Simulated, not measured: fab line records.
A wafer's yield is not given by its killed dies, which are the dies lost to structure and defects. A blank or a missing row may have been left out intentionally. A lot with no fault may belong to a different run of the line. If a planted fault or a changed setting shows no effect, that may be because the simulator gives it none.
fab line records -- flow nandHarc
record lots=12, wafers=36, lastDay=24
route steps=1159 shown P_M0@253 A_BONDPAD@1080 HYBRID_BOND@1094 THIN_TSV@1152 END@1159
lots that met no fault: taken from a fault-free run of the same line
startH: start of the lot's first displayed wafer, in hours after the record's first day -- waitH: hours from the lot's prior step to this one -- " same as the row above -- L1.1+2: a single row standing in for several wafers -- - value missing, or start not given -- * or withheld: withheld -- < > ~ a bound
route shown NAME@n: a module of which the file shows steps, and the number in the route of the first -- usual: average and standard deviation across the fault-free wafers -- same: alike in all rows -- chamber/n: place in a boat -- sites: each site's reading -- _std_site: their standard deviation -- _edge_site: inner sites' mean taken away from outer sites' mean -- radiusMm: how far each site lies from the wafer's centre -- mask NAME#n: copy n -- behind: the tool/chamber that last shaped the wafer -- hold: what put the lot on hold/how long, in hours/how the hold closed -- device: names the non-switching transistor (n, p or np) -- end of line: the tests these same wafers got at the end of their route -- a step without rows: its recipe alone -- killed: at the first sort, the dies lost to defects and structure; wafer yield is something else -- map: a wafer's dies, marking killed ones x, the rest . and places with no die _
set.NAME: the setting the step ran with; set.NAME@STEP: the setting that earlier step ran with -- model.NAME: the simulator's own value behind a step, which no gauge read
the route's steps for a sample of lots (tables are steps, rows are wafers)
services: the hour from which a tool's chamber was out of use, counted from the record's first day as startH (under 0 if before that day), plus the number of hours and why
## steps
# step NHARC_P_M0_DEP_00
# recipe targetThkA=1500, targetThkNm=150, tempC=withheld, pressureTorr=5, flowSccm=200, rfW=600, material=SiOC
lot.wafer,tool,chamber,startH,waitH
L254.2+6+4,pecvd-01,"2,1,0",118.13,0.1
L256.4+6+5,pecvd-02,"1,1,2",121.07,0.4
L255.2+1+6,pecvd-03,"2,1,0",125.77,0.1
L258.2+5+4,pecvd-03,"1,0,2",138.91,0.1
L257.1+3+5,pecvd-03,"2,0,1",141.17,0.1
L259.4+6+5,pecvd-03,"2,0,1",148.93,0.2
L261.1+3+6,pecvd-03,"2,0,1",158.98,0.1
L262.2+1+4,pecvd-03,"2,0,1",159.47,0.1
L264.1+2+3,pecvd-01,"0,1,2",173.06,0.1
L273.3+2+6,pecvd-02,"2,0,1",234.36,0.1
L277.3+1+2,pecvd-03,"1,2,0",245.12,0.1
L276.2+4+5,pecvd-02,"0,0,1",245.42,0.1
# step NHARC_A_BONDPAD_ETCH_24
# recipe targetDepthA=300, overEtchFrac=0.3, timeS=72.99, ionEnergyEv=150, cf4FlowSccm=50, n2FlowSccm=100, arFlowSccm=150, rfW=300, biasW=100, chemistry=CF4/N2
# usual drypumpMotorCurrentA=5.8/0.43, oesProductAu=0.996/0.0076, rfVppV=313.2/2.1, showerheadPlenumPTorr=2.57/0.12, throttleValvePct=19.793/0.01
# same overEtchFrac=0.3
lot.wafer,tool,chamber,startH,waitH,drypumpMotorCurrentA,oesProductAu,rfHoursCounterH,rfVppV,showerheadPlenumPTorr,throttleValvePct
L256.4,rieDiel-01,0,-,-,5.3,0.981,3,311.9,2.48,19.785
L256.6,rieDiel-01,1,-,-,6.3,0.995,-,311.3,2.48,19.794
L256.5,rieDiel-01,2,-,-,6.1,0.993,-,312.9,2.45,19.789
L254.4,rieDiel-01,1,-,-,6.3,1.006,3,310.9,2.48,19.790
L254.2,rieDiel-01,2,-,-,6.1,0.994,3,311.1,2.45,19.796
L254.6,rieDiel-01,1,-,-,6.3,0.995,-,311.9,2.48,19.797
L255.2,rieDiel-09,1,-,-,6.7,0.990,57,315.6,2.73,19.811
L255.1,rieDiel-09,3,-,-,5.7,1.000,56,313.2,2.52,19.796
L255.6,rieDiel-09,0,-,-,5.5,0.992,-,317.2,2.73,19.799
L258.2,rieDiel-01,1,-,-,6.3,1.005,4,311.9,2.48,19.798
L258.4,rieDiel-01,2,-,-,6.1,0.998,4,311.4,2.45,19.801
L258.5,rieDiel-01,1,-,-,6.3,1.004,-,312.2,2.48,19.795
L257.1,rieDiel-01,0,-,-,5.3,0.994,4,312.6,2.48,19.781
L257.3,rieDiel-01,1,-,-,6.3,0.998,4,312.0,2.47,19.784
L257.5,rieDiel-01,0,-,-,5.3,1.001,-,311.8,2.48,19.795
L259.4,rieDiel-13,0,439.01,0.4,5.6,0.996,-,313.2,2.63,19.774
L259.6,rieDiel-13,0,439.01,0.4,5.6,1.000,-,314.0,2.63,19.796
L259.5,rieDiel-13,3,439.01,0.4,5.1,0.978,-,314.5,2.57,19.787
L261.1,rieDiel-13,0,451.52,0.1,5.6,1.005,30,314.3,2.63,19.794
L261.6,rieDiel-13,1,451.52,0.1,6.1,0.987,-,314.5,2.60,19.790
L262.4,rieDiel-01,0,-,-,5.3,0.995,5,312.2,2.48,19.811
L262.2,rieDiel-01,3,-,-,5.6,0.993,5,317.9,2.77,19.795
L264.3,rieDiel-01,3,-,-,5.5,0.990,6,316.4,2.77,19.822
L264.1,rieDiel-01,0,-,-,5.3,0.996,6,310.8,2.48,19.810
L264.2,rieDiel-01,2,-,-,6.1,1.001,5,311.1,2.45,19.801
L273.2,rieDiel-01,2,-,-,6.1,0.998,1,311.0,2.45,19.792
L273.3,rieDiel-01,1,-,-,6.3,1.000,1,311.2,2.47,19.798
L273.6,rieDiel-01,2,-,-,6.1,0.988,-,312.3,2.45,19.780
L276.2,rieDiel-01,1,-,-,6.2,1.006,1,312.3,2.47,19.788
L276.4,rieDiel-01,0,-,-,5.3,0.987,1,312.4,2.48,19.800
L276.5,rieDiel-01,1,-,-,6.2,1.000,-,311.1,2.47,19.801
L277.1,rieDiel-01,2,-,-,6.1,0.995,2,310.3,2.45,19.788
L277.3,rieDiel-01,3,-,-,5.6,0.994,2,315.5,2.76,19.781
L277.2,rieDiel-01,0,-,-,5.3,0.979,2,311.0,2.48,19.788
# step NHARC_HYBRID_BOND_ACTIVATE_00
# recipe timeS=60, n2FlowSccm=200, arFlowSccm=0, biasPowerW=0, chemistry=N2
# usual drypumpMotorCurrentA=5.64/0.26, oesProductAu=1.002/0.011, rfVppV=64.2/0.91, showerheadPlenumPTorr=1.79/0.055
lot.wafer,tool,chamber,startH,waitH,drypumpMotorCurrentA,oesProductAu,rfHoursCounterH,rfVppV,showerheadPlenumPTorr
L256.4,rieDiel-10,1,422.52,0.1,5.41,0.988,6,66.2,1.79
L256.5,rieDiel-10,2,422.52,0.1,5.61,1.018,-,62.9,1.79
L256.6,rieDiel-10,3,422.52,0.1,5.82,1.009,-,64.2,1.89
L254.4,rieDiel-04,2,424.53,0.1,5.56,1.025,52,65.3,1.83
L254.2,rieDiel-04,1,424.53,0.1,5.16,1.004,48,64.3,1.83
L254.6,rieDiel-04,3,424.53,0.1,6.05,0.999,-,64.5,1.74
L255.2,rieDiel-10,2,428.08,0.1,5.57,1.010,7,64.2,1.79
L255.1,rieDiel-10,3,428.08,0.1,5.89,1.002,7,66.3,1.89
L255.6,rieDiel-10,2,428.08,0.1,5.60,1.009,-,63.8,1.79
L258.2,rieDiel-04,0,429.70,0.1,5.71,1.005,46,64.0,1.82
L258.4,rieDiel-04,1,429.70,0.1,5.17,1.011,49,64.8,1.83
L258.5,rieDiel-04,3,429.70,0.1,6.04,1.004,-,63.1,1.74
L257.3,rieDiel-10,1,438.03,0.1,5.41,1.004,9,64.2,1.79
L257.1,rieDiel-10,2,438.03,0.1,5.56,1.016,8,65.0,1.79
L257.5,rieDiel-10,1,438.03,0.1,5.41,1.010,-,64.3,1.79
L259.4,rieDiel-04,2,441.17,0.1,5.60,1.013,60,64.4,1.83
L259.5,rieDiel-04,3,441.17,0.1,6.04,1.001,-,64.6,1.74
L259.6,rieDiel-04,0,441.17,0.1,5.73,0.991,-,63.7,1.81
L261.1,rieDiel-10,3,453.63,0.1,5.88,1.010,9,63.6,1.89
L261.6,rieDiel-10,1,453.63,0.1,5.43,1.006,-,64.2,1.78
L262.2,rieDiel-11,3,460.37,0.1,5.00,1.006,31,64.5,1.73
L262.4,rieDiel-11,1,460.37,0.1,5.31,1.009,31,62.7,1.66
L264.2,rieDiel-10,0,464.97,0.1,5.70,1.000,10,64.4,1.79
L264.1,rieDiel-10,1,464.97,0.1,5.41,0.993,11,65.5,1.78
L264.3,rieDiel-10,2,464.97,0.1,5.56,1.025,11,64.0,1.79
L273.2,rieDiel-10,0,521.40,0.1,5.68,0.979,15,64.7,1.79
L273.3,rieDiel-10,3,521.40,0.1,5.86,1.012,16,65.4,1.89
L273.6,rieDiel-10,1,521.40,0.1,5.42,0.982,-,64.4,1.78
L276.2,rieDiel-04,3,537.92,0.1,6.07,1.000,23,64.6,1.73
L276.4,rieDiel-04,2,537.92,0.1,5.65,0.991,23,63.8,1.82
L276.5,rieDiel-04,3,537.92,0.1,6.06,1.004,-,65.0,1.73
L277.1,rieDiel-10,0,543.84,0.1,5.66,1.015,1,63.2,1.79
L277.2,rieDiel-10,1,543.84,0.1,5.41,1.001,1,65.0,1.78
L277.3,rieDiel-10,3,543.84,0.1,5.85,0.997,0,64.2,1.89
# step NHARC_THIN_TSV_ETCH_36
# recipe targetDepthA=650, overEtchFrac=0.3, timeS=18.571, ionEnergyEv=150, chemistry=Cl2/BCl3
# usual drypumpMotorCurrentA=5.4/0.52, oesProductAu=1.000/0.0086
# same overEtchFrac=0.3
lot.wafer,tool,chamber,startH,waitH,drypumpMotorCurrentA,oesProductAu,rfHoursCounterH
L256.4,rieMetal-01,0,443.92,0.1,5.9,1.017,-
L256.6,rieMetal-01,1,443.92,0.1,6.1,1.007,-
L256.5,rieMetal-01,0,443.92,0.1,5.9,1.013,-
L254.2,rieMetal-02,0,444.98,0.2,4.9,0.985,1.5
L254.4,rieMetal-02,1,444.98,0.2,4.9,0.992,-
L254.6,rieMetal-02,1,444.98,0.2,5.0,1.003,-
L258.2,rieMetal-02,0,451.84,0.2,5.0,0.992,1.7
L258.4,rieMetal-02,1,451.84,0.2,4.9,0.994,-
L258.5,rieMetal-02,1,451.84,0.2,4.9,1.005,-
L255.1,rieMetal-01,1,453.54,0.2,6.1,1.001,3.1
L255.2,rieMetal-01,0,453.54,0.2,5.9,1.000,3.1
L255.6,rieMetal-01,1,453.54,0.2,6.1,1.005,-
L257.1,rieMetal-01,0,459.44,0.2,5.8,1.011,3.3
L257.3,rieMetal-01,1,459.44,0.2,6.1,1.001,-
L257.5,rieMetal-01,0,459.44,0.2,5.9,1.007,-
L259.4,rieMetal-02,1,460.57,0.2,4.9,1.009,-
L259.5,rieMetal-02,1,460.57,0.2,4.9,1.005,-
L259.6,rieMetal-02,0,460.57,0.2,4.9,0.993,-
L261.1,rieMetal-02,1,472.57,0.2,4.9,1.001,2.4
L261.6,rieMetal-02,0,472.57,0.2,5.0,0.991,-
L262.2,rieMetal-01,1,479.28,0.2,6.1,1.003,4.3
L262.4,rieMetal-01,0,479.28,0.2,5.9,1.028,-
L264.2,rieMetal-03,1,485.36,0.2,5.9,0.985,0.6
L264.1,rieMetal-03,0,485.36,0.2,4.9,0.992,0.6
L264.3,rieMetal-03,0,485.36,0.2,4.9,1.006,-
L273.2,rieMetal-03,1,541.96,0.2,5.9,0.999,2.2
L273.3,rieMetal-03,1,541.96,0.2,5.9,0.994,-
L273.6,rieMetal-03,0,541.96,0.2,4.8,0.996,-
L276.2,rieMetal-03,0,559.09,0.2,4.9,0.994,2.7
L276.4,rieMetal-03,0,559.09,0.2,4.9,0.984,-
L276.5,rieMetal-03,0,559.09,0.2,4.9,0.984,-
L277.2,rieMetal-02,0,563.17,0.2,5.0,1.004,5.3
L277.1,rieMetal-02,1,563.17,0.2,4.9,0.999,5.3
L277.3,rieMetal-02,1,563.17,0.2,4.9,1.005,-
# step NHARC_END_SORT_01
# recipe tempC=25
# usual defectLimitedYield=95.5/1.3, killedAtArray=27/8.8, killedAtOther=0.4/0.82, killedAtPeriphery=3.1/2.1, killedDies=31/8.8, killedOpen=3.3/2, killedShort=2.0/1.4, sort_bin_2_pct=1.3/0.56, sort_bin_3_pct=0.25/0.21, sort_bin_4_pct=2.9/0.89, sortNPass=646/8.8, sortRimYieldPct=95.8/2.7, sortYieldPct=95.5/1.3
# same grossDies=677, sort_bin_5_pct[%]=0, sort_bin_6_pct[%]=0, sort_bin_7_pct[%]=0, sort_bin_8_pct[%]=0, sortRimNGross=106.00
lot.wafer,tool,chamber,startH,waitH,defectLimitedYield[%],killedAtArray,killedAtOther,killedAtPeriphery,killedDies,killedOpen,killedShort,sort_bin_2_pct[%],sort_bin_3_pct[%],sort_bin_4_pct[%],sortNPass,sortRimYieldPct[%],sortYieldPct[%]
L261.1,prober-02,0,483.35,2.5,93.9,37,0,4,41,5,5,1.3,0.74,4.0,636,98.1,93.9
L261.3,prober-02,0,484.97,3.1,0,26,0,651,677,2,2,97.2,0.44,2.4,0,0,0
L261.6,prober-02,0,487.39,4.0,96.3,22,0,3,25,1,3,1.3,0.44,1.9,652,97.2,96.3
L262.1,prober-01,0,490.23,2.5,0,29,0,648,677,7,2,97.5,0,2.5,0,0,0
L262.2,prober-01,0,491.01,2.8,95.6,29,0,1,30,1,1,1.2,0.30,3.0,647,94.3,95.6
L262.4,prober-01,0,492.57,3.4,96.3,25,0,0,25,2,2,1.0,0,2.7,652,91.5,96.3
# killed by level:class
L261.1 A_CHANNEL_HOLE_D1:chamberFilmFlake=19 A_STAIRCASE:chamberFilmFlake=6 A_CONTACT:chamberFilmFlake=3 A_CHANNEL_FILL_D1:geometricParticle:short=2 A_WL_FILL:geometricParticle:open=2 A_CONTACT:geometricParticle:open=2 P_ZERO_WELL:chamberFilmFlake=2 P_STI:geometricParticle:short=1
L261.3 P_M0:areaDep=650 A_CHANNEL_HOLE_D1:chamberFilmFlake=15 A_STAIRCASE:chamberFilmFlake=3 A_CHANNEL_FILL_D1:geometricParticle:short=2 A_CONTACT:chamberFilmFlake=2 A_CONTACT:geometricParticle:open=1 A_BLC:geometricParticle:open=1 P_ZERO_WELL:chamberFilmFlake=1
L261.6 A_CHANNEL_HOLE_D1:chamberFilmFlake=15 A_STAIRCASE:chamberFilmFlake=2 A_CONTACT:chamberFilmFlake=2 P_CONTACT:geometricParticle:short=1 P_M0:geometricParticle:open=1 A_CHANNEL_FILL_D1:geometricParticle:short=1 A_CONTACT:geometricParticle:short=1 P_ZERO_WELL:chamberFilmFlake=1
L262.1 P_M0:areaDep=647 A_SLIT:chamberFilmFlake=12 A_CHANNEL_HOLE_D1:chamberFilmFlake=3 A_CHANNEL_FILL_D1:geometricParticle:open=2 A_BLC:geometricParticle:open=2 A_STAIRCASE:chamberFilmFlake=2 A_SGD_CUT:chamberFilmFlake=2 P_CONTACT:geometricParticle:open=1
L262.2 A_SLIT:chamberFilmFlake=20 A_SGD_CUT:chamberFilmFlake=3 A_CONTACT:chamberFilmFlake=3 P_GATE:geometricParticle:short=1 A_ONON_D1:geometricParticle:open=1 A_CHANNEL_HOLE_D1:chamberFilmFlake=1 A_STAIRCASE:chamberFilmFlake=1
L262.4 A_CHANNEL_HOLE_D1:chamberFilmFlake=8 A_SLIT:chamberFilmFlake=7 A_SGD_CUT:chamberFilmFlake=4 A_WL_FILL:geometricParticle:open=2 A_SGD_CUT:geometricParticle:short=1 A_WL_FILL:geometricParticle:short=1 A_CHANNEL_FILL_D1:chamberFilmFlake=1 A_CONTACT:chamberFilmFlake=1
## services
tool,chamber,startH,hours,kind
rieDiel-10,3,109.29,4.2,repair
pecvd-03,-,111.37,13.0,pm
rieDiel-01,-,137.82,9.0,pm
rieDiel-01,-,163.42,0.8,repair
rieMetal-02,0,173.62,6.6,repair
rieDiel-10,-,176.50,9.0,pm
rieDiel-10,-,190.90,0.1,repair
rieDiel-10,0,210.45,7.4,repair
rieMetal-02,-,211.00,9.0,pm
rieDiel-01,1,234.49,16.3,repair
rieDiel-01,2,238.04,8.0,repair
rieDiel-01,0,278.64,1.9,repair
rieDiel-10,2,282.12,6.0,repair
rieDiel-01,1,284.57,4.3,repair
rieDiel-01,0,287.27,2.0,repair
pecvd-03,-,292.37,13.0,pm
rieDiel-01,-,314.82,9.0,pm
rieDiel-10,-,353.50,9.0,pm
rieDiel-01,3,391.06,2.8,repair
pecvd-03,-,473.37,13.0,pm
pecvd-03,-,487.46,0.3,repair
rieDiel-01,-,491.82,9.0,pm
rieDiel-10,-,530.50,9.0,pm
rieDiel-10,2,541.30,8.0,repair
## key
firstSign step=NHARC_END_SORT_01, reading=killedAtPeriphery, direction=up, sigmas=99+, usual=3.1, struck=649.5
effect step=NHARC_END_SORT_01, reading=sort_bin_2_pct, direction=up, sigmas=99+, usual=1.3, struck=97.3
moreKillsBornAt NHARC_P_M0_DEP_00@pecvd-03=1297
metAt NHARC_P_M0_DEP_00
struckLots L261,L262
struckWafers L261.3,L262.1
laterRowsLeftOut L261.3,L262.1
notActingAt NHARC_A_BONDPAD_ETCH_24,NHARC_HYBRID_BOND_ACTIVATE_00,NHARC_THIN_TSV_ETCH_36
fault kind=processParameterDrift, tool=pecvd-03, chamber=0, onsetH=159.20, steps=NHARC_P_M0_DEP_00, channel=targetThkA, offset=*, shape=step, endH=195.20, actsIn=*, stated=*
# laterRowsLeftOut: the simulator's readings of these wafers behind a module that went badly wrong aren't trusted and aren't shown, but for the sort
